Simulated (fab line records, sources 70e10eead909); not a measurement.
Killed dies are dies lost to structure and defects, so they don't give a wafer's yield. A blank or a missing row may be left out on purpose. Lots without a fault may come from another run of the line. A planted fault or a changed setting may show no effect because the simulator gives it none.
fab line records | flow nand_harc
record lots=5 wafers=15 last_day=31
route steps=1302 shown P_ZERO_WELL@44 END@1302
lots that met no fault: from a run of the same line without faults
start_h: hours from the record's first day to the start of the lot's first wafer shown | wait_h: hours since the lot's step before | " the same as in the row above | L1.1+2: a row that stands for several wafers | - no value, or no start given | * or withheld: withheld | < > ~ a bound
route shown NAME@n: a module of which the file shows steps, and the number in the route of the first | usual: mean/standard deviation of fault-free wafers | same: alike in all rows | chamber/n: place in a boat | sites: the reading at each site | _std_site: their standard deviation | _edge_site: outer sites' mean less inner sites' | radius_mm: how far each site lies from the wafer's centre | mask NAME#n: copy n | behind: the tool/chamber that last shaped the wafer | hold: why the lot was held/for how many hours/how that ended | device: the transistor (n, p or np) that didn't switch | end of line: the same wafers' tests at the end of the route | a step without rows: its recipe alone | killed: dies lost to structure and defects at the first sort, not the wafer's yield | map: a wafer's dies, x killed, . not, _ none there
set.NAME: the setting as run; set.NAME@STEP: as run at that earlier step | model.NAME: the simulator's own value behind a step, which no gauge read
lots at some steps of the route; a table a step, a row a wafer
services: from which hour (start_h, from the record's first day; less than 0 if before it) a tool's chamber was out of use, for how many hours, and why
## steps
# step NHARC_P_ZERO_WELL_CD_MEAS_37
# recipe target_cd_nm=720 landing_energy_ev=500
# usual cd_nm=719.9/1.2
# columns lot.wafer tool chamber start_h wait_h cd_nm
L794.1 cd_sem-02 0 44.75 - 721.6
L794.4 " 0 " " 721.1
L794.5 " 0 " " 720.9
L795.1 cd_sem-02 0 54.06 - 720.6
L795.3 " 0 " " 719.9
L795.4 " 0 " " 719.7
L798.4 cd_sem-01 0 84.14 - 719.6
L798.5 " 0 " " 720.4
L798.6 " 0 " " 721.2
L808.1 cd_sem-02 0 183.85 - 720.2
L808.3 " 0 " " 719.6
L808.4 " 0 " " 720.0
L811.1 cd_sem-02 0 214.60 - 720.3
L811.4 " 0 " " 719.6
L811.6 " 0 " " 721.2
# step NHARC_P_ZERO_WELL_HARDBAKE_38
# recipe temp_c=125 time_s=80
# step NHARC_P_ZERO_WELL_DESCUM_39
# recipe time_s=3 o2_flow_sccm=200 ar_flow_sccm=0 bias_power_w=0 chemistry=O2
# usual drypump_motor_current_A=5.8/0.52 oes_product_au=1.000/0.0082 rf_vpp_V=58.0/0.99 showerhead_plenum_p_Torr=1.96/0.069 throttle_valve_pct=11.312/0.0093
# columns lot.wafer tool chamber start_h wait_h drypump_motor_current_A oes_product_au rf_hours_counter_h rf_vpp_V showerhead_plenum_p_Torr throttle_valve_pct
L794.1 rie_diel-11 3 44.91 - 5.0 0.988 40 58.0 1.93 11.328
L794.4 " 2 " " 6.1 0.989 41 58.1 2.00 11.318
L794.5 " 3 " " 5.0 0.991 - 56.9 1.93 11.323
L795.4 rie_diel-04 2 54.22 - 6.3 0.976 11 59.0 2.01 11.313
L795.1 " 3 " " 6.0 0.996 12 57.7 2.07 11.306
L795.3 " 1 " " 6.6 0.995 5 56.0 1.81 11.311
L798.4 rie_diel-12 1 84.29 - 5.5 0.989 51 58.0 1.99 11.321
L798.5 " 1 " " 5.5 0.997 - 58.2 1.99 11.303
L798.6 " 2 " " 5.4 0.981 - 58.1 2.01 11.317
L808.3 rie_diel-11 2 184.02 - 6.1 1.004 31 57.5 1.99 11.317
L808.1 " 0 " " 6.3 1.005 30 57.6 2.00 11.307
L808.4 " 1 " " 6.2 0.999 31 56.8 2.02 11.304
L811.1 rie_diel-04 3 214.79 - 5.9 0.999 8 58.8 2.06 11.320
L811.4 " 0 " " 5.3 0.992 5 56.4 1.86 11.317
L811.6 " 1 " " 6.6 1.005 - 57.6 1.79 11.314
# step NHARC_P_ZERO_WELL_IMPLANT_40
# recipe energy_kev=300 dose_cm2=1e+13 tilt_deg=7
# step NHARC_P_ZERO_WELL_IMPLANT_59
# recipe energy_kev=120 dose_cm2=5e+12 tilt_deg=7
# step NHARC_P_ZERO_WELL_IMPLANT_60
# recipe energy_kev=30 dose_cm2=2e+12 tilt_deg=7
# step NHARC_P_ZERO_WELL_STRIP_41
# recipe time_s=840 temp_c=130 chemistry=SPM
# step NHARC_P_ZERO_WELL_DEHYDRATE_44
# recipe temp_c=150 time_s=120
# step NHARC_P_ZERO_WELL_HMDS_45
# recipe time_s=30
# step NHARC_P_ZERO_WELL_COAT_46
# recipe spin_rpm=withheld
# step NHARC_P_ZERO_WELL_SOFTBAKE_47
# recipe temp_c=122 time_s=95
# step NHARC_P_ZERO_WELL_EBR_48
# step NHARC_P_ZERO_WELL_EXPOSE_49
# recipe na=0.6 target_cd_nm=2000 dose_mj=22.64 mask_id=P_HVPW
# columns lot.wafer tool chamber start_h wait_h mask
L794.1+4+5 krf_scanner-01 0 46.23 - P_HVPW#0
L795.1+3+4 krf_scanner-02 0 55.55 - P_HVPW#0
L798.4+5+6 krf_scanner-02 0 85.51 - P_HVPW_R1#0
L808.1+3+4 krf_scanner-01 0 185.33 - P_HVPW#0
L811.1+4+6 krf_scanner-02 0 215.97 - P_HVPW#0
# step NHARC_P_ZERO_WELL_PEB_50
# recipe peb_temp_c=118 peb_time_s=85
# step NHARC_P_ZERO_WELL_DEVELOP_51
# recipe time_s=70
# step NHARC_P_ZERO_WELL_CD_MEAS_52
# recipe target_cd_nm=2000 landing_energy_ev=500
# usual cd_nm=2000.6/1.3
# columns lot.wafer tool chamber start_h wait_h cd_nm
L794.1 cd_sem-02 0 46.39 - 2001.1
L794.4 " 0 " " 2001.9
L794.5 " 0 " " 2001.9
L795.1 cd_sem-01 0 55.70 - 1999.1
L795.3 " 0 " " 2000.1
L795.4 " 0 " " 1998.5
L798.4 cd_sem-02 0 85.66 - 1953.9
L798.5 " 0 " " 1952.9
L798.6 " 0 " " 1953.2
L808.1 cd_sem-01 0 185.49 - 2000.7
L808.3 " 0 " " 2002.2
L808.4 " 0 " " 2002.4
L811.1 cd_sem-02 0 216.13 - 2000.7
L811.4 " 0 " " 2000.9
L811.6 " 0 " " 2001.3
# step NHARC_P_ZERO_WELL_HARDBAKE_53
# recipe temp_c=125 time_s=80
# step NHARC_P_ZERO_WELL_DESCUM_54
# recipe time_s=3 o2_flow_sccm=200 ar_flow_sccm=0 bias_power_w=0 chemistry=O2
# usual drypump_motor_current_A=5.9/0.52 oes_product_au=0.998/0.009 rf_vpp_V=58.0/0.94 showerhead_plenum_p_Torr=1.95/0.081 throttle_valve_pct=11.312/0.009
# columns lot.wafer tool chamber start_h wait_h drypump_motor_current_A oes_product_au rf_hours_counter_h rf_vpp_V showerhead_plenum_p_Torr throttle_valve_pct model.P_ZERO_WELL.cd_nm
L794.4 rie_diel-04 3 46.57 - 6.0 1.000 9 58.2 2.07 11.327 2002
L794.1 " 0 " " 5.3 1.002 9 56.8 1.87 11.320 2001
L794.5 " 2 " " 6.2 0.981 - 58.3 2.01 11.313 2002
L795.1 rie_diel-12 0 55.86 - 5.0 1.002 47 57.8 1.90 11.321 2000
L795.3 " 2 " " 5.4 0.993 44 57.5 2.01 11.314 2000
L795.4 " 0 " " 5.0 1.005 - 57.8 1.90 11.297 1999
L798.4 rie_diel-04 3 85.82 - 6.0 0.987 22 57.0 2.07 11.318 1954
L798.6 " 3 " " 6.0 1.001 - 58.1 2.07 11.312 1953
L798.5 " 0 " " 5.3 0.990 - 58.7 1.87 11.324 1953
L808.3 rie_diel-12 2 185.65 - 5.5 0.988 28 59.7 2.00 11.297 2002
L808.4 " 3 " " 6.1 0.986 29 60.2 1.88 11.308 2003
L808.1 " 0 " " 5.0 0.988 27 58.5 1.89 11.302 2001
L811.1 rie_diel-04 0 216.30 - 5.2 1.006 6 57.9 1.86 11.307 2001
L811.4 " 1 " " 6.6 1.019 6 55.3 1.79 11.333 2000
L811.6 " 0 " " 5.2 1.003 - 55.8 1.86 11.297 2001
# step NHARC_P_ZERO_WELL_IMPLANT_55
# recipe energy_kev=180 dose_cm2=8e+11 tilt_deg=7
# step NHARC_END_SORT_01
# recipe temp_c=25
# usual killed_at_array=58/15 killed_at_other=0.8/1.2 killed_at_periphery=3.5/2.5 killed_dies=62/15 killed_open=3.2/1.7 killed_short=2.4/1.5
# same gross_dies=677
# columns lot.wafer tool chamber start_h wait_h killed_at_array killed_at_other killed_at_periphery killed_dies killed_open killed_short
L798.4 prober-02 0 633.99 3.4 46 0 2 48 3 1
L798.5 prober-02 0 634.79 3.7 49 0 3 52 2 1
L798.6 prober-02 0 635.60 4.0 49 2 1 52 3 1
L808.1 prober-02 0 723.47 2.5 89 0 1 90 2 3
L811.6 prober-02 0 737.24 3.9 80 0 1 81 3 3
# killed by level:class
L798.4 A_SLIT:chamber_film_flake=28 A_CONTACT:chamber_film_flake=5 A_CHANNEL_HOLE_D2:chamber_film_flake=4 A_CHANNEL_HOLE_D1:chamber_film_flake=2 A_STAIRCASE:chamber_film_flake=2 A_ONON_D1:geometric_particle:open=1 A_ONON_D1:geometric_particle:short=1 A_SGD_CUT:geometric_particle:open=1
L798.5 A_SLIT:chamber_film_flake=30 A_CHANNEL_HOLE_D2:chamber_film_flake=8 A_CHANNEL_HOLE_D1:chamber_film_flake=5 A_CONTACT:chamber_film_flake=4 P_GATE:chamber_film_flake=2 P_CONTACT:geometric_particle:open=1 A_WL_FILL:geometric_particle:short=1 A_CONTACT:geometric_particle:open=1
L798.6 A_SLIT:chamber_film_flake=28 A_CONTACT:chamber_film_flake=8 A_CHANNEL_HOLE_D2:chamber_film_flake=5 A_CHANNEL_HOLE_D1:chamber_film_flake=2 A_WL_FILL:chamber_film_flake=2 A_CHANNEL_FILL_D1:geometric_particle:short=1 A_BLC:geometric_particle:open=1 A_M1:geometric_particle:open=1
L808.1 A_SLIT:chamber_film_flake=41 A_CHANNEL_HOLE_D1:chamber_film_flake=34 A_SGD_CUT:chamber_film_flake=3 A_CHANNEL_FILL_D2:chamber_film_flake=2 A_WL_FILL:chamber_film_flake=2 A_BONDPAD:chamber_film_flake=2 A_CHANNEL_HOLE_D1:geometric_particle:short=1 A_CHANNEL_FILL_D1:geometric_particle:open=1
L811.6 A_SLIT:chamber_film_flake=27 A_CHANNEL_HOLE_D2:chamber_film_flake=21 A_CONTACT:chamber_film_flake=10 A_CHANNEL_HOLE_D1:chamber_film_flake=8 A_STAIRCASE:chamber_film_flake=4 A_ZERO_WELL:chamber_film_flake=2 A_ONON_D1:geometric_particle:open=1 A_DECK1_JOINT:geometric_particle:short=1
## services
# columns tool chamber start_h hours kind
rie_diel-12 1 32.98 2.7 repair
krf_scanner-01 - 33.85 5.9 repair
rie_diel-04 2 34.93 7.1 repair
krf_scanner-02 - 35.10 0.9 repair
rie_diel-04 0 37.26 - clean
rie_diel-04 1 37.26 - clean
rie_diel-04 3 37.26 - clean
rie_diel-04 - 40.47 0.8 repair
rie_diel-12 1 51.83 7.7 repair
rie_diel-11 2 59.11 4.5 repair
rie_diel-04 0 62.24 - clean
rie_diel-04 1 62.24 - clean
rie_diel-11 - 78.50 9.0 pm
rie_diel-12 - 91.40 9.0 pm
krf_scanner-02 - 94.00 4.0 pm
krf_scanner-02 - 102.59 6.0 repair
krf_scanner-01 - 118.45 1.1 repair
rie_diel-12 - 127.57 0.8 repair
rie_diel-04 1 134.80 3.5 repair
rie_diel-12 2 136.25 8.9 repair
krf_scanner-01 - 140.56 4.0 pm
krf_scanner-01 - 171.31 0.8 repair
krf_scanner-01 - 177.91 1.8 repair
rie_diel-04 - 180.56 9.0 pm
## key
first_sign step=NHARC_P_ZERO_WELL_EXPOSE_49 reading=mask direction=changed
effect step=NHARC_P_ZERO_WELL_CD_MEAS_52 reading=cd_nm direction=down sigmas=36 usual=2000.6 struck=1953.3
model_effect step=NHARC_P_ZERO_WELL_DESCUM_54 value=P_ZERO_WELL.cd_nm without=2002 struck=1953
met_at NHARC_P_ZERO_WELL_EXPOSE_49
struck_wafers L798.4,L798.5,L798.6
tester_left_out L798
onset_between 55.55 85.51
fault kind=wrong_mask tool=any chamber=- onset_h=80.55 steps=NHARC_P_ZERO_WELL_EXPOSE_49 aux_copy=P_HVPW_R1#0 cd_offset_nm=-48.323 scope=struck_lots_only
# tester_left_out: of these lots the tester's yield and bins aren't shown, on N5 and GAA mostly nor the transistor test; their killed dies are dies lost to structure and defects alone, not to doping, threshold or leakage, so they don't give the yield
